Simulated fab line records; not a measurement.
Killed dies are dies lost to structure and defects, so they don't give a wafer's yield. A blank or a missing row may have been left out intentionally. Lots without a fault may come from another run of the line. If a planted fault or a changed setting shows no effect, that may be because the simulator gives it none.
Chamber matching | flow nandHarc | 4 sister chambers for NHARC_A_WL_FILL_ALD_02 on aldMetal-03
The step deposits TiN, target thk 2 nm, pulse time 3 s, ald cycles 100. 4 wafers are shown with their chamber, then 7 later ones without.

== WAFERS, EACH WITH ITS CHAMBER ==
wafer  | chamber | heaterPowerOuterW (W)
L783.5 | 2       | 902
L783.6 | 3       | 693
L793.1 | 0       | 564
L793.2 | 1       | 707

== WAFERS WITHOUT THEIR CHAMBER ==
wafer  | heaterPowerOuterW (W)
L793.3 | 646
L792.3 | 687
L792.5 | 564
L792.6 | 649
L800.1 | 710
L800.2 | 854
L800.5 | 690

== CHAMBER TAKEN BY EACH ==
wafer  | from the rows above          | in truth
L793.3 | can't be placed: 3 or 1 or 0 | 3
L792.3 | can't be placed: 3 or 1      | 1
L792.5 | 0                            | 0
L792.6 | can't be placed: 3 or 1 or 0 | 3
L800.1 | can't be placed: 1 or 3      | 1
L800.2 | 2                            | 2
L800.5 | can't be placed: 3 or 1      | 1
Correct placement for 2 of the 7. From these rows, 5 cannot be placed; in 5 the true chamber is one of the candidates. 0 placed wrongly.
How it was worked out, from the rows above alone: a wafer's distance from a chamber is the root of the sum, over the readings, of the square of ((its reading less the chamber's mean) divided by the reading's scatter). If the next closest chamber is less than 2 further off than the closest, the wafer can't be placed; otherwise it belongs to the closest. For every chamber, the mean is computed from those of its wafers that are shown. The scatter (one wafer shown for each chamber): square how far every hidden wafer sits from the nearest shown wafer, average those squares and take the square root.
